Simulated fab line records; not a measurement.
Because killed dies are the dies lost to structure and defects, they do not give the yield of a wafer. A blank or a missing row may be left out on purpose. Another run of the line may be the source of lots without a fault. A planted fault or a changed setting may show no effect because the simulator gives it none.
Which of the tools did it? ; flow nand-harc ; Sampling: 12 lots, 36 wafers, 5 of 1302 route steps

== WHAT THE GAUGES SHOWED, per wafer ==
NHARC_END_SORT_01. Usual: defect-limited-yield 91.8 %, standard deviation 2.8; killed-at-array 51, standard deviation 18; killed-at-other 1.0, standard deviation 1.2; killed-at-periphery 3.7, standard deviation 2.9; killed-dies 55, standard deviation 19; killed-open 3.5, standard deviation 1.9; killed-short 2.6, standard deviation 1.6; sort_bin_2_pct 2.9 %, standard deviation 1.3; sort_bin_3_pct 0.6 %, standard deviation 0.38; sort_bin_4_pct 4.6 %, standard deviation 1.5; sort-n-pass 622, standard deviation 19; sort-rim-yield-pct 94 %, standard deviation 3.2; sort-yield-pct 91.8 %, standard deviation 2.8.
lot;measured;on;defect-limited-yield (%);killed-at-array;killed-at-other;killed-at-periphery;killed-dies;killed-open;killed-short;sort_bin_2_pct (%);sort_bin_3_pct (%);sort_bin_4_pct (%);sort-n-pass;sort-rim-yield-pct (%);sort-yield-pct (%);flag
L956;day 24 18:29;prober-02;96.9 97.0 97.6;19 19 12;1 1 1;1 0 3;21 20 16;3 5 2;2 1 1;1.2 0.6 0.7;0.3 0.1 0.1;1.6 2.2 1.5;656 657 661;98 96 96;96.9 97.0 97.6;
L957;day 24 19:16;prober-01;88.6 90.8 88.8;67 54 69;2 5 3;8 3 4;77 62 76;6 1 1;1 3 4;6.2 3.1 4.4;0.9 0.9 0.3;4.3 5.2 6.5;600 615 601;99 97 94;88.6 90.8 88.8;
L958;day 25 18:50;prober-01;92.0 91.4 93.2;53 51 44;0 3 0;1 4 2;54 58 46;4 7 4;4 1 2;3.7 3.0 2.4;1.2 1.5 0.3;3.1 4.1 4.1;623 619 631;96 94 95;92.0 91.4 93.2;
L964;day 27 05:55;prober-01;91.0 90.3 89.1;60 62 73;0 0 0;1 4 1;61 66 74;3 5 5;4 6 3;4.4 4.0 4.0;0.6 1.2 0.6;4.0 4.6 6.4;616 611 603;95 97 92;91.0 90.3 89.1;
L963;day 27 13:31;prober-02;89.5 89.7 89.8;68 68 68;0 0 0;3 2 1;71 70 69;3 5 2;1 3 1;1.9 3.7 5.0;1.6 0.6 0.4;6.9 6.1 4.7;606 607 608;93 93 92;89.5 89.7 89.8;
L966;day 28 12:04;prober-02;96.9 95.6 96.5;19 29 22;1 0 1;1 1 1;21 30 24;3 3 5;2 3 1;1.0 1.8 0.9;0 0 0;2.1 2.7 2.7;656 647 653;95 98 94;96.9 95.6 96.5;
L965;day 28 12:04;prober-01;89.7 90.0 87.6;67 64 81;1 1 1;2 3 2;70 68 84;4 4 2;1 2 4;3.0 3.0 3.7;1.3 1.3 1.0;6.1 5.8 7.7;607 609 593;92 92 97;89.7 90.0 87.6;
L972;day 31 10:37;prober-01;0 0 0;50 72 59;619 599 613;8 6 5;677 677 677;5 6 2;6 3 4;94.1 92.5 93.9;1.3 1.0 0.4;4.6 6.5 5.6;0 0 0;0 0 0;0 0 0;OFF
L975;day 31 20:42;prober-02;0 0 0;51 66 33;621 611 643;5 0 1;677 677 677;6 1 3;7 3 4;93.8 92.9 96.6;0.4 0.6 0.6;5.8 6.5 2.8;0 0 0;0 0 0;0 0 0;OFF
L973;day 31 19:50;prober-01;0 0 0;55 50 49;621 623 625;1 4 3;677 677 677;1 4 0;3 2 0;95.0 94.5 96.0;0.6 1.3 0.6;4.4 4.1 3.4;0 0 0;0 0 0;0 0 0;OFF
L979;day 34 04:38;prober-02;94.7 89.7 92.0;35 65 53;0 1 0;1 4 1;36 70 54;6 6 5;6 2 3;1.8 3.4 2.8;0.3 1.2 0.7;3.2 5.8 4.4;641 607 623;90 98 91;94.7 89.7 92.0;
L978;day 34 23:04;prober-01;96.0 95.9 97.3;25 27 18;0 0 0;2 1 0;27 28 18;3 3 1;3 4 1;1.2 1.8 0.7;0.1 0.3 0.1;2.7 2.1 1.8;650 649 659;97 95 98;96.0 95.9 97.3;

== TOOL THAT RAN EACH LOT (tool first, then ch and the chambers of the sampled wafers, then the start) ==
lot;NHARC_THIN_TSV_DEP_43;NHARC_THIN_TSV_ETCH_44;NHARC_THIN_TSV_ETCH_15;NHARC_THIN_TSV_STRIP_45
L956;pecvd-01 ch 0,2, day 23 23:59;rie-diel-07 ch 0,2,3, day 24 01:05;rie-si-05 ch 1,2,3, day 24 01:33;plasma-asher-01 ch 0,1, day 24 01:47
L957;pecvd-04 ch 1,2, day 24 01:08;rie-diel-08 ch 1,3, day 24 02:13;rie-si-03 ch 0,1,3, day 24 02:45;plasma-asher-02 ch 0,1, day 24 03:03
L958;pecvd-03 ch 0,1, day 24 23:25;rie-diel-07 ch 0,1, day 25 00:24;rie-si-06 ch 0,2, day 25 00:59;plasma-asher-02 ch 0,1, day 25 01:19
L964;pecvd-01 ch 0,2, day 26 13:47;rie-diel-07 ch 0,1,3, day 26 15:02;rie-si-05 ch 0,1,3, day 26 15:34;plasma-asher-02 ch 0,1, day 26 15:56
L963;pecvd-04 ch 0,1,2, day 26 19:15;rie-diel-08 ch 0,3, day 26 20:13;rie-si-05 ch 1,2, day 26 20:55;plasma-asher-02 ch 0,1, day 26 21:14
L966;pecvd-01 ch 0,1,2, day 27 20:11;rie-diel-08 ch 0,1,3, day 27 21:08;rie-si-03 ch 0,1,3, day 27 21:44;plasma-asher-01 ch 0,1, day 27 21:56
L965;pecvd-01 ch 1,2, day 27 21:23;rie-diel-07 ch 0,1, day 27 22:27;rie-si-06 ch 1,2,3, day 27 23:04;plasma-asher-01 ch 0,1, day 27 23:17
L972;pecvd-04 ch 0,1, day 30 19:01;rie-diel-08 ch 1,3, day 30 19:58;rie-si-06 ch 0,1,3, day 30 20:34;plasma-asher-02 ch 0,1, day 30 20:46
L975;pecvd-03 ch 0,1,2, day 31 03:59;rie-diel-07 ch 0,2,3, day 31 05:03;rie-si-06 ch 0,2, day 31 05:38;plasma-asher-01 ch 0, day 31 05:53
L973;pecvd-03 ch 0,1, day 31 05:11;rie-diel-07 ch 0,1, day 31 06:19;rie-si-05 ch 0,3, day 31 06:50;plasma-asher-02 ch 0,1, day 31 07:02
L979;pecvd-03 ch 0,1,2, day 33 10:59;rie-diel-08 ch 1,2, day 33 12:07;rie-si-03 ch 1,2, day 33 12:38;plasma-asher-01 ch 0,1, day 33 12:56
L978;pecvd-04 ch 0,2, day 34 05:50;rie-diel-08 ch 0,2,3, day 34 06:58;rie-si-03 ch 1,2, day 34 07:29;plasma-asher-02 ch 0,1, day 34 07:49
- NHARC_THIN_TSV_DEP_43: deposits SiO2, target thk 1328.5 nm.
- NHARC_THIN_TSV_ETCH_44: etches the open film in CF4/O2, target depth 1594.2 nm, time 797.1 s.
- NHARC_THIN_TSV_ETCH_15: target depth 3000 nm, bosch target overetch cycles 2, bosch etch step 2.8 s.
- NHARC_THIN_TSV_STRIP_45: strips in O2.

== WHAT THE TOOLS THEMSELVES READ (means of the sampled wafers that have a number; where no wafer has one, the mark that the record gives instead) ==
NHARC_THIN_TSV_DEP_43. Usual: throttle-valve-pct 16.0 %, standard deviation 0.42.
lot;tool;throttle-valve-pct (%);flag
L956;pecvd-01;15.7;
L957;pecvd-04;16.0;
L958;pecvd-03;16.1;
L964;pecvd-01;15.6;
L963;pecvd-04;16.0;
L966;pecvd-01;16.0;
L965;pecvd-01;16.2;
L972;pecvd-04;16.2;
L975;pecvd-03;16.3;
L973;pecvd-03;16.4;
L979;pecvd-03;16.1;
L978;pecvd-04;15.5;

NHARC_THIN_TSV_ETCH_44. Usual: for bias-w, 799.7 W with a standard deviation of 2.4; for cf4-flow-sccm, 150.0 sccm with a standard deviation of 0.44; for drypump-motor-current-A, 5.8 A with a standard deviation of 0.5; for oes-product-au, 1.004 a.u. with a standard deviation of 0.011; for rf-vpp-V, 794 V with a standard deviation of 4.8; for showerhead-plenum-p-Torr, 1.83 Torr with a standard deviation of 0.076; for throttle-valve-pct, 16.914 % with a standard deviation of 0.0086.
lot;tool;bias-w (W);cf4-flow-sccm (sccm);drypump-motor-current-A (A);oes-product-au (a.u.);rf-vpp-V (V);showerhead-plenum-p-Torr (Torr);throttle-valve-pct (%);flag
L956;rie-diel-07;798.6;150.0;5.9;0.995;794;1.83;16.914;
L957;rie-diel-08;799.8;150.1;5.3;1.001;795;1.84;16.913;
L958;rie-diel-07;797.5;149.9;6.0;1.013;793;1.81;16.918;
L964;rie-diel-07;802.8;150.2;5.8;1.011;794;1.80;16.916;
L963;rie-diel-08;800.0;150.4;5.0;1.006;795;1.83;16.925;
L966;rie-diel-08;801.6;149.8;5.4;1.002;794;1.81;16.910;
L965;rie-diel-07;801.6;150.4;5.8;1.017;797;1.88;16.918;
L972;rie-diel-08;-;-;-;-;-;-;-;OFF
L975;rie-diel-07;-;-;-;-;-;-;-;OFF
L973;rie-diel-07;-;-;-;-;-;-;-;OFF
L979;rie-diel-08;799.1;150.3;6.0;0.984;795;1.84;16.917;
L978;rie-diel-08;800.2;149.6;5.5;1.001;795;1.84;16.914;

NHARC_THIN_TSV_ETCH_15. Usual: drypump-motor-current-A 5.9 A, standard deviation 0.36.
lot;tool;drypump-motor-current-A (A);flag
L956;rie-si-05;5.5;
L957;rie-si-03;5.8;
L958;rie-si-06;6.1;
L964;rie-si-05;5.8;
L963;rie-si-05;5.4;
L966;rie-si-03;5.8;
L965;rie-si-06;6.2;
L972;rie-si-06;6.2;
L975;rie-si-06;6.1;
L973;rie-si-05;5.9;
L979;rie-si-03;5.5;
L978;rie-si-03;5.4;

NHARC_THIN_TSV_STRIP_45. Usual: drypump-motor-current-A 5.4 A, standard deviation 0.58; heater-power-w 372 W, standard deviation 26.
lot;tool;drypump-motor-current-A (A);heater-power-w (W);flag
L956;plasma-asher-01;6.0;353;
L957;plasma-asher-02;4.9;384;
L958;plasma-asher-02;4.9;375;
L964;plasma-asher-02;4.9;371;
L963;plasma-asher-02;5.1;395;
L966;plasma-asher-01;6.0;351;
L965;plasma-asher-01;6.2;350;
L972;plasma-asher-02;4.9;373;
L975;plasma-asher-01;6.3;336;
L973;plasma-asher-02;4.9;378;
L979;plasma-asher-01;6.1;362;
L978;plasma-asher-02;4.9;386;

== THE ANSWER, worked out from the rows above alone ==
Rule: a lot counts as off when the mean over its wafers that have a number is more than 3 standard deviations away from the usual mean. A lot without any number at a reading at which 4 lots or more have one is off too. Any other lot the step has rows for is counted as sound. Order of review: gauges by route order, followed by the tools' own readings, for which a lot's mean as printed above is used. The first step at which some lot is off is used, and at that step the reading that is off furthest; a lot without a number counts as furthest.
Off at NHARC_END_SORT_01 (killed-at-other): L972, L975, L973.
A tool fits if, at a process step before that reading, it ran every lot that is off, and no sound lot after the first of them. The gauges at NHARC_END_SORT_01 aren't tried: what is off there is off at NHARC_THIN_TSV_ETCH_44 too, on other tools, and a gauge's error can't cause that. No candidate that was tried fits.

== WHAT THE SIMULATOR HAD INSERTED ==
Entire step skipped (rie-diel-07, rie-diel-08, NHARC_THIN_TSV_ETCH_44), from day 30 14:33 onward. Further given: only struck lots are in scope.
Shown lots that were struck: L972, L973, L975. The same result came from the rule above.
